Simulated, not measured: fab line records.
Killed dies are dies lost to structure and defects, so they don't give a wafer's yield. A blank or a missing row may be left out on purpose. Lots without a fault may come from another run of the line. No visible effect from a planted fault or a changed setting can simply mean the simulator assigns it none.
Chamber matching    flow nand-harc    NHARC_A_STAIRCASE_TRIM_12 on rie-diel-08: 4 sister chambers
The step chemistry O2, time 211.2 s. 14 wafers are shown with their chamber, then 7 later ones without.

## WAFERS PAIRED WITH THEIR CHAMBERS
wafer   chamber  showerhead-plenum-p-Torr (Torr)  oes-product-au (a.u.)  rf-vpp-V (V)
L077.3  3        3.47                             0.997                  58.0
L077.4  1        3.70                             0.993                  58.1
L077.5  1        3.70                             0.994                  56.5
L083.2  1        3.70                             0.993                  58.7
L083.5  1        3.70                             1.001                  56.4
L083.6  2        3.32                             1.004                  58.3
L084.1  0        3.41                             1.011                  58.3
L084.4  2        3.32                             1.011                  56.7
L084.5  2        3.32                             1.012                  56.6
L087.1  1        3.69                             0.987                  59.4
L087.3  3        3.46                             0.993                  58.1
L087.5  0        3.41                             0.997                  58.5
L089.4  3        3.46                             0.984                  57.4
L089.5  1        3.69                             0.992                  57.8

SIGNATURES (averages over the wafers above)
reading                   chamber 0  chamber 1  chamber 2  chamber 3  scatter within a chamber
showerhead-plenum-p-Torr  3.4100     3.6967     3.3200     3.4633     0.00447
oes-product-au            1.00400    0.99333    1.00900    0.99133    0.00571
rf-vpp-V                  58.400     57.817     57.200     57.833     0.961
Rule: a wafer lies at a distance from a chamber equal to the root of the sum of squares, over the readings, of (its reading less the chamber's mean, divided by the reading's scatter). If the next closest chamber is less than 2 further off than the closest, the wafer can't be placed; otherwise it belongs to the closest. The scatter: take each reading less its chamber's mean, square it, sum over the shown wafers, divide by the number of wafers less the number of chambers, and take the root.

## WAFERS WITHOUT THEIR CHAMBER
wafer   showerhead-plenum-p-Torr (Torr)  oes-product-au (a.u.)  rf-vpp-V (V)
L089.6  3.31                             1.003                  57.6
L093.1  3.31                             1.010                  57.6
L093.2  3.40                             1.008                  56.7
L093.3  3.69                             0.994                  58.3
L092.1  3.40                             0.999                  57.3
L092.3  3.69                             0.986                  58.4
L092.5  3.40                             0.996                  57.7

## WHICH CHAMBER EACH ONE RAN IN
wafer   from the rows above  in truth
L089.6  2                    2
L093.1  2                    2
L093.2  0                    0
L093.3  1                    1
L092.1  0                    0
L092.3  1                    1
L092.5  0                    0
7 of 7 placed correctly. Can't be placed from these rows: 0. Wrongly placed: 0.
